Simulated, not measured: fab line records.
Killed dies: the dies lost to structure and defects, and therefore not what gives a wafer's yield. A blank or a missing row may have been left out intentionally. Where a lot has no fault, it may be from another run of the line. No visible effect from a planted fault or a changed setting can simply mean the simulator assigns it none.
A single fault, viewed from 2 desks -- flow n5Finfet -- only its own numbers are on each desk; what lay behind them is given at the end

AT THE TOOL OWNER'S DESK: lithoTrack-01
The tool's own readings at N5_BEOL_M1_COAT_68 (time 60 s, resist thk 12 nm): means of the sampled wafers that have a number, for each lot that ran on this tool. The brackets show how far a lot's mean lies from the usual mean; more than 4 standard deviations puts the lot out of limits, marked OUT.
Columns: A = spinSpeedRpm at N5_BEOL_M1_COAT_68, usual 1500.0 rpm
lot,first seen here,A
L993,day 6 21:33,1499.9
L103,day 8 13:13,1320.9 (-99 or more) OUT
L104,day 9 13:41,1320.8 (-99 or more) OUT
Finding of this desk: L103, L104 out of limits; the first was L103 at day 8 13:13, on spinSpeedRpm at N5_BEOL_M1_COAT_68. Within limits: L993.

FROM THE METROLOGY DESK
What the gauges read for every lot (on any tool): the sampled wafers with a number, averaged. The brackets show how far a lot's mean lies from the usual mean; more than 4 standard deviations puts the lot out of limits, marked OUT. Readings shown: 7 of its 11, picked as those furthest out on some lot.
Columns: A = DIBL_N at N5_BEOL_M4_RC_MEAS_101, usual 36.5 mV/V; B = DIBL_P at N5_BEOL_M4_RC_MEAS_101, usual 36.5 mV/V; C = IOFF_N at N5_BEOL_M4_RC_MEAS_101, usual 0.16 nA/um; D = IOFF_P at N5_BEOL_M4_RC_MEAS_101, usual 0.21 nA/um; E = ION_N at N5_BEOL_M4_RC_MEAS_101, usual 672 uA/um; F = SS_P at N5_BEOL_M4_RC_MEAS_101, usual 73.4 mV/dec; G = VT_N at N5_BEOL_M4_RC_MEAS_101, usual 250 mV
lot,first seen here,A,B,C,D,E,F,G
L993,day 6 20:58,33.1,35.4,0.14,0.18,668,72.8,252
L997,day 6 22:20,38.9,38.5,0.21,0.26,677,74.1,247
L103,day 8 12:37,33.3,33.5,0.11,0.17,651,72.5,256
L105,day 9 11:25,38.8,37.4,0.21,0.26,686,74.4,245
L104,day 9 12:55,36.0,36.6,0.16,0.22,674,73.5,250
L112,day 10 17:05,35.5,36.7,0.17,0.21,672,73.1,248
L114,day 11 07:03,36.8,37.7,0.18,0.23,683,73.7,248
L116,day 12 05:46,38.7,40.7,0.21,0.22,676,74.7,248
This desk found nothing out of limits on any of the 8 lots.

TAKEN TOGETHER
At day 8 13:13, on L103, L104, the tool owner's desk was in a position to raise an alarm.
From the metrology desk's view, nothing was out of limits.
The metrology desk has L103, L104 on record, within its limits.
N5_BEOL_M1_COAT_68 was run on lithoTrack-01 by each of the lots named.

WHAT HAD BEEN PUT IN BY THE SIMULATOR
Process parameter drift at N5_BEOL_M1_COAT_68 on lithoTrack-01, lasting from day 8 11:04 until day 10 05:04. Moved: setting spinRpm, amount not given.
Lots struck among those shown: L103, L104.
Hours from the fault's start to each desk's first reading out of limits: the tool owner's desk, 2.
